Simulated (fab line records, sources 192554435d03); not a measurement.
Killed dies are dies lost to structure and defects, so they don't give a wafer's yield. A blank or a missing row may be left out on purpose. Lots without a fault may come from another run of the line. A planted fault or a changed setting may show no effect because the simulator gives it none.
Problem report in the 8D (eight disciplines) form, filled by code | flow n5_finfet | the parts of the form that need people (team, actions taken, sign-off) are left out

1. THE PROBLEM
chamber_pressure_mTorr at N5_BEOL_M10_STRIP_77 reads a mean of 26.014 mTorr on 2 wafers of 1 lot; wafers without a fault read 20.001 mTorr with a standard deviation of 0.018. That is +99 or more standard deviations from the usual mean.
The step: strips in N2/H2, time 10 s.
First seen on wafer L253.3, day 12 14:54, on rie_diel-02. The record holds 30 wafers of 10 lots with a number at this step. Rule for "out", or "out of limits": more than 4 standard deviations from the usual mean. The other wafers with a number count as sound.

2. WHAT IT IS AND WHAT IT IS NOT
question                    | is                     | is not
which readings at this step | chamber_pressure_mTorr | drypump_motor_current_A, oes_product_au, rf_vpp_V, showerhead_plenum_p_Torr, throttle_valve_pct
which lots                  | L253                   | L243, L244, L245, L256, L258, L263, L264, L265, L266
which wafers of those lots  | L253.3, L253.6         | L253.4
read on which tools         | rie_diel-02            | rie_diel-04, rie_diel-05
when                        | from day 12 14:54      | up to then (10 sound wafers); but 18 sound wafers of L256, L258, L263, L264, L265, L266 came after

3. SUSPECTS, AND WHAT RULES EACH OUT
Counting: a tool at a process step up to the reading stays a suspect if it ran every lot that is out. Sound lots after the first of them don't rule it out here, since some wafers of a struck lot are sound.
- rie_diel-02 at N5_BEOL_M10_STRIP_19 (strips in O2): kept. It ran the lot that is out, L253 (day 12 12:06); its last sound lot up to then is L245 (day 10 08:21).
- rie_diel-02 at N5_BEOL_M10_TRENCH_ETCH_37 (etches SiCOH lowk in C4F6/O2, target depth 148.83 nm, time 48 s): kept. It ran the lot that is out, L253 (day 12 14:54). N5_BEOL_M10_TRENCH_ETCH_37 gives no start for some lots, so the hours and the order of its lots are those of N5_BEOL_M10_STRIP_77.
- rie_diel-02 at N5_BEOL_M10_STRIP_77 (strips in N2/H2, time 10 s): kept. It ran the lot that is out, L253 (day 12 14:54). Its own readings are out on those wafers: chamber_pressure_mTorr.
- Within rie_diel-02 at N5_BEOL_M10_STRIP_19: the wafers that are out ran in chambers 2, 3; their sound lot-mates ran in chamber 1.
- Within rie_diel-02 at N5_BEOL_M10_TRENCH_ETCH_37: the wafers that are out ran in chamber 1; their sound lot-mates ran in chamber 2.
- Within rie_diel-02 at N5_BEOL_M10_STRIP_77: the wafers that are out ran in chamber 1; their sound lot-mates ran in chamber 2.
Left after counting: rie_diel-02 at N5_BEOL_M10_STRIP_19, rie_diel-02 at N5_BEOL_M10_TRENCH_ETCH_37, rie_diel-02 at N5_BEOL_M10_STRIP_77.

4. THE CAUSE (what the simulator had put in)
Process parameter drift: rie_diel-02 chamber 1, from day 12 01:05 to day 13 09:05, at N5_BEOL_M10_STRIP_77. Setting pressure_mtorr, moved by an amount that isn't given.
Counting left 3 suspects, and this tool is among them.

5. THE CHAIN OF EFFECTS, in route order
Each row: a reading whose mean over the struck wafers that have a number lies more than 3 standard deviations from the usual. Only readings for which the record gives a usual standard deviation are gone through. hours: the time from each lot's start at the first step in this table that gives one to its start at this step, as a median over the lots. sigmas: the change in usual standard deviations.
hours | step                 | reading                | usual        | on struck wafers | change | sigmas
0     | N5_BEOL_M10_STRIP_77 | chamber_pressure_mTorr | 20.001 mTorr | 26.014           | +6.013 | +99 or more
The process steps in it:
- N5_BEOL_M10_STRIP_77: strips in N2/H2, time 10 s.

6. WHAT WOULD HAVE CAUGHT IT SOONER
In this record the first reading out of limits was taken at day 12 14:54, 14 hours after the fault began at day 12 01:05.
